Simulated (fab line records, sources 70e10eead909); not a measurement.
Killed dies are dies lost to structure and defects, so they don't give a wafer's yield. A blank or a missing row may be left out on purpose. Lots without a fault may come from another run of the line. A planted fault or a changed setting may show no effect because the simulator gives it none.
Which tool did it? | flow nand_harc | 12 lots, 36 wafers sampled, at 6 steps of a route of 1159

WHAT THE GAUGES READ, wafer by wafer
NHARC_P_GATE_INSPECT_68. Usual: raw_defect_count 230, standard deviation 98.
lot  | measured     | on                | raw_defect_count | flag
L923 | day 5 11:46  | defect_inspect-01 | 214 308 189      |
L924 | day 5 23:05  | defect_inspect-01 | 202 161 172      |
L925 | day 6 01:59  | defect_inspect-02 | 135 129 139      |
L927 | day 6 14:23  | defect_inspect-01 | 115 141 99       |
L928 | day 7 03:58  | defect_inspect-02 | 93 165 169       |
L929 | day 7 04:18  | defect_inspect-01 | 197 326 256      |
L931 | day 7 16:36  | defect_inspect-02 | 492 288 289      |
L939 | day 9 17:34  | defect_inspect-02 | 1065 1090 1062   | OFF
L941 | day 10 02:59 | defect_inspect-01 | 1226 1102 1117   | OFF
L942 | day 10 09:40 | defect_inspect-01 | 1147 1233 1128   | OFF
L944 | day 10 20:16 | defect_inspect-01 | 157 199 163      |
L943 | day 10 21:01 | defect_inspect-02 | 354 102 249      |

NHARC_P_CONTACT_OVL_MEAS_13. Usual: overlay_x_nm 0.1 nm, standard deviation 0.78; overlay_y_nm 0.1 nm, standard deviation 0.8.
lot  | measured     | on         | overlay_x_nm (nm) | overlay_y_nm (nm) | flag
L923 | day 5 13:50  | overlay-01 | -0.1 0.6 0.6      | 0.5 -0.2 0.5      |
L924 | day 6 00:39  | overlay-01 | 1.7 1.8 2.4       | -0.2 -0.9 -0.6    |
L925 | day 6 03:42  | overlay-02 | -0.5 -0.5 -0.6    | 1.0 0.4 0.5       |
L927 | day 6 15:58  | overlay-01 | 1.4 1.2 1.6       | 0.1 0.7 0.7       |
L928 | day 7 05:40  | overlay-01 | -1.2 -0.8 -1.1    | 1.8 1.1 1.3       |
L929 | day 7 05:52  | overlay-01 | -0.4 -0.1 0.1     | 0.2 -0.4 0.1      |
L931 | day 7 18:23  | overlay-02 | 0.2 0.2 -0.1      | -0.8 -0.6 -0.7    |
L939 | day 9 19:20  | overlay-01 | 0.1 0.0 0.1       | -0.7 -0.2 -0.7    |
L941 | day 10 04:42 | overlay-02 | 0.5 0.8 0.7       | -0.4 -0.1 0.5     |
L942 | day 10 11:25 | overlay-01 | 0.7 0.3 0.9       | 0.9 0.8 1.0       |
L944 | day 10 21:58 | overlay-01 | -0.1 0.2 0.3      | 1.1 0.2 0.6       |
L943 | day 10 22:50 | overlay-02 | 0.2 -0.4 -0.3     | -0.7 -0.8 -0.1    |

NHARC_END_SORT_01. Usual: defect_limited_yield 95.5 %, standard deviation 1.3; killed_at_array 26, standard deviation 8.4; killed_at_other 0.7, standard deviation 0.97; killed_at_periphery 3.2, standard deviation 2.2; killed_dies 30, standard deviation 8.5; killed_open 3.4, standard deviation 2; killed_short 2, standard deviation 1.3; sort_bin_2_pct 1.5 %, standard deviation 0.52; sort_bin_3_pct 0.21 %, standard deviation 0.18; sort_bin_4_pct 2.8 %, standard deviation 0.91; sort_n_pass 647, standard deviation 8.5; sort_rim_yield_pct 94.8 %, standard deviation 2.7; sort_yield_pct 95.5 %, standard deviation 1.3.
lot  | measured     | on        | defect_limited_yield (%) | killed_at_array | killed_at_other | killed_at_periphery | killed_dies | killed_open | killed_short | sort_bin_2_pct (%) | sort_bin_3_pct (%) | sort_bin_4_pct (%) | sort_n_pass | sort_rim_yield_pct (%) | sort_yield_pct (%) | flag
L931 | day 21 17:31 | prober-02 | 95.3 95.1 96.0           | 30 26 26        | 0 1 0           | 2 6 1               | 32 33 27    | 5 8 3       | 2 2 1        | 1.9 0.9 1.5        | 0.15 0.15 0.15     | 2.7 3.8 2.4        | 645 644 650 | 93.4 95.3 92.5         | 95.3 95.1 96.0     |

WHICH TOOL RAN EACH LOT (tool, then ch and the chambers of the sampled wafers, then the start)
lot  | NHARC_P_GATE_STRIP_101             | NHARC_P_CONTACT_CMP_01        | NHARC_P_CONTACT_ETCH_35
L923 | rie_diel-10 ch 0,2,3, day 5 03:21  | cmp-04 ch 1,2,3, day 5 13:02  | rie_diel-12 ch 1,2,3, day 5 14:01
L924 | rie_diel-10 ch 0,1,2, day 5 15:50  | cmp-04 ch 1,2, day 5 23:52    | rie_diel-06 ch 1,3, day 6 00:50
L925 | rie_diel-11 ch 0,3, day 5 17:50    | cmp-03 ch 0,2,3, day 6 02:49  | rie_diel-06 ch 0,1,3, day 6 03:54
L927 | rie_diel-11 ch 1,3, day 6 06:59    | cmp-04 ch 2,3, day 6 15:11    | rie_diel-12 ch 0,2, day 6 16:11
L928 | rie_diel-11 ch 0,1,2, day 6 20:25  | cmp-02 ch 1,3, day 7 04:47    | rie_diel-12 ch 1,2,3, day 7 05:52
L929 | rie_diel-10 ch 1,2, day 6 20:31    | cmp-04 ch 1,2,3, day 7 05:06  | rie_diel-06 ch 1,3, day 7 06:03
L931 | rie_diel-10 ch 1,3, day 7 08:54    | cmp-02 ch 1,2, day 7 17:28    | rie_diel-12 ch 0,1,3, day 7 18:35
L939 | rie_diel-10 ch 1,2,3, day 9 09:30  | cmp-02 ch 0,1,2, day 9 18:33  | rie_diel-02 ch 1,2,3, day 9 19:32
L941 | rie_diel-10 ch 0,1,2, day 9 18:58  | cmp-02 ch 1,2, day 10 03:56   | rie_diel-12 ch 0,3, day 10 04:53
L942 | rie_diel-10 ch 0,2,3, day 10 02:04 | cmp-03 ch 2,3, day 10 10:31   | rie_diel-06 ch 2,3, day 10 11:37
L944 | rie_diel-11 ch 0,1,2, day 10 12:45 | cmp-02 ch 0,3, day 10 21:02   | rie_diel-12 ch 0,1, day 10 22:08
L943 | rie_diel-11 ch 1,3, day 10 12:51   | cmp-02 ch 1,2,3, day 10 22:02 | rie_diel-06 ch 1,2,3, day 10 23:01
- NHARC_P_GATE_STRIP_101: strips in O2, time 20 s.
- NHARC_P_CONTACT_CMP_01: polishes SiO2, target thk 200 nm.
- NHARC_P_CONTACT_ETCH_35: etches the open film in CF4, target depth 39 nm, time 65 s.

WHAT THE TOOLS THEMSELVES READ (means of the sampled wafers that have a number; where no wafer has one, the mark that the record gives instead)
NHARC_P_GATE_STRIP_101. Usual: drypump_motor_current_A 5.7 A, standard deviation 0.47; oes_product_au 1.004 a.u., standard deviation 0.013; rf_vpp_V 57.5 V, standard deviation 0.86; showerhead_plenum_p_Torr 3.45 Torr, standard deviation 0.16; throttle_valve_pct 17.037 %, standard deviation 0.0097.
lot  | tool        | drypump_motor_current_A (A) | oes_product_au (a.u.) | rf_vpp_V (V) | showerhead_plenum_p_Torr (Torr) | throttle_valve_pct (%) | flag
L923 | rie_diel-10 | 5.7                         | 1.006                 | 56.9         | 3.58                            | 17.034                 |
L924 | rie_diel-10 | 5.7                         | 1.009                 | 58.1         | 3.52                            | 17.035                 |
L925 | rie_diel-11 | 6.4                         | 0.999                 | 57.0         | 3.32                            | 17.036                 |
L927 | rie_diel-11 | 5.4                         | 0.996                 | 57.8         | 3.37                            | 17.040                 |
L928 | rie_diel-11 | 6.2                         | 0.997                 | 57.1         | 3.33                            | 17.036                 |
L929 | rie_diel-10 | 5.8                         | 1.007                 | 57.6         | 3.60                            | 17.037                 |
L931 | rie_diel-10 | 5.3                         | 1.004                 | 58.0         | 3.41                            | 17.035                 |
L939 | rie_diel-10 | 5.5                         | 1.019                 | 57.7         | 3.50                            | 17.040                 |
L941 | rie_diel-10 | 5.7                         | 1.015                 | 57.7         | 3.51                            | 17.045                 |
L942 | rie_diel-10 | 5.7                         | 1.013                 | 57.8         | 3.56                            | 17.026                 |
L944 | rie_diel-11 | 6.1                         | 0.989                 | 57.6         | 3.49                            | 17.038                 |
L943 | rie_diel-11 | 5.4                         | 0.977                 | 57.0         | 3.35                            | 17.040                 |

NHARC_P_CONTACT_CMP_01. Usual: motor_current_A 12.0 A, standard deviation 1.4; slurry_flow_ml_min 150.0, standard deviation 0.47.
lot  | tool   | motor_current_A (A) | slurry_flow_ml_min | flag
L923 | cmp-04 | 11.5                | 150.1              |
L924 | cmp-04 | 10.9                | 149.7              |
L925 | cmp-03 | 11.7                | 149.8              |
L927 | cmp-04 | 12.3                | 150.4              |
L928 | cmp-02 | 10.7                | 150.1              |
L929 | cmp-04 | 11.9                | 150.0              |
L931 | cmp-02 | 13.5                | 149.9              |
L939 | cmp-02 | 12.4                | 149.8              |
L941 | cmp-02 | 12.5                | 150.0              |
L942 | cmp-03 | 12.3                | 150.3              |
L944 | cmp-02 | 10.3                | 149.7              |
L943 | cmp-02 | 12.0                | 150.1              |

NHARC_P_CONTACT_ETCH_35. Usual: drypump_motor_current_A 5.5 A, standard deviation 0.48; oes_product_au 1.000 a.u., standard deviation 0.0099; rf_vpp_V 151.5 V, standard deviation 1.2; showerhead_plenum_p_Torr 1.78 Torr, standard deviation 0.074; throttle_valve_pct 13.284 %, standard deviation 0.0086.
lot  | tool        | drypump_motor_current_A (A) | oes_product_au (a.u.) | rf_vpp_V (V) | showerhead_plenum_p_Torr (Torr) | throttle_valve_pct (%) | flag
L923 | rie_diel-12 | 5.4                         | 0.995                 | 150.8        | 1.73                            | 13.298                 |
L924 | rie_diel-06 | 5.4                         | 0.989                 | 151.8        | 1.79                            | 13.287                 |
L925 | rie_diel-06 | 5.3                         | 0.994                 | 151.8        | 1.77                            | 13.285                 |
L927 | rie_diel-12 | 5.9                         | 1.002                 | 151.9        | 1.82                            | 13.290                 |
L928 | rie_diel-12 | 5.4                         | 0.989                 | 151.0        | 1.73                            | 13.285                 |
L929 | rie_diel-06 | 5.4                         | 0.991                 | 151.3        | 1.79                            | 13.277                 |
L931 | rie_diel-12 | 5.3                         | 1.000                 | 151.4        | 1.76                            | 13.288                 |
L939 | rie_diel-02 | 6.3                         | 1.005                 | 151.6        | 1.79                            | 13.284                 |
L941 | rie_diel-12 | 5.5                         | 1.007                 | 151.9        | 1.80                            | 13.284                 |
L942 | rie_diel-06 | 5.5                         | 0.990                 | 151.5        | 1.81                            | 13.289                 |
L944 | rie_diel-12 | 5.7                         | 1.013                 | 150.8        | 1.83                            | 13.288                 |
L943 | rie_diel-06 | 5.6                         | 0.995                 | 151.7        | 1.81                            | 13.291                 |

THE ANSWER, worked out from the rows above alone
Rule: a lot is off if the mean of its wafers that have a number lies more than 3 standard deviations from the usual mean. A lot without any number at a reading at which 4 lots or more have one is off too. The other lots that the step has rows for count as sound. The gauges are gone through in route order, then the tools' own readings, and for those a lot's mean is taken as printed above. The first step at which some lot is off is used, and at that step the reading that is off furthest; a lot without a number counts as furthest.
Off: L939, L941, L942, at NHARC_P_GATE_INSPECT_68 (raw_defect_count).
A tool fits if, at a process step before that reading, it ran every lot that is off, and no sound lot after the first of them. The gauges at NHARC_P_GATE_INSPECT_68 are tried like those tools. One fits: rie_diel-10 at NHARC_P_GATE_STRIP_101. Its last sound lot is L931 (day 7 08:54), its first lot that is off L939 (day 9 09:30): a fault that began between those two fits.

WHAT THE SIMULATOR HAD PUT IN
Chamber particle source: rie_diel-10, from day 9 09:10 on, at NHARC_P_GATE_STRIP_101. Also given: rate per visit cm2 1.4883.
Lots struck among those shown: L939, L941, L942. The rule above found the same.
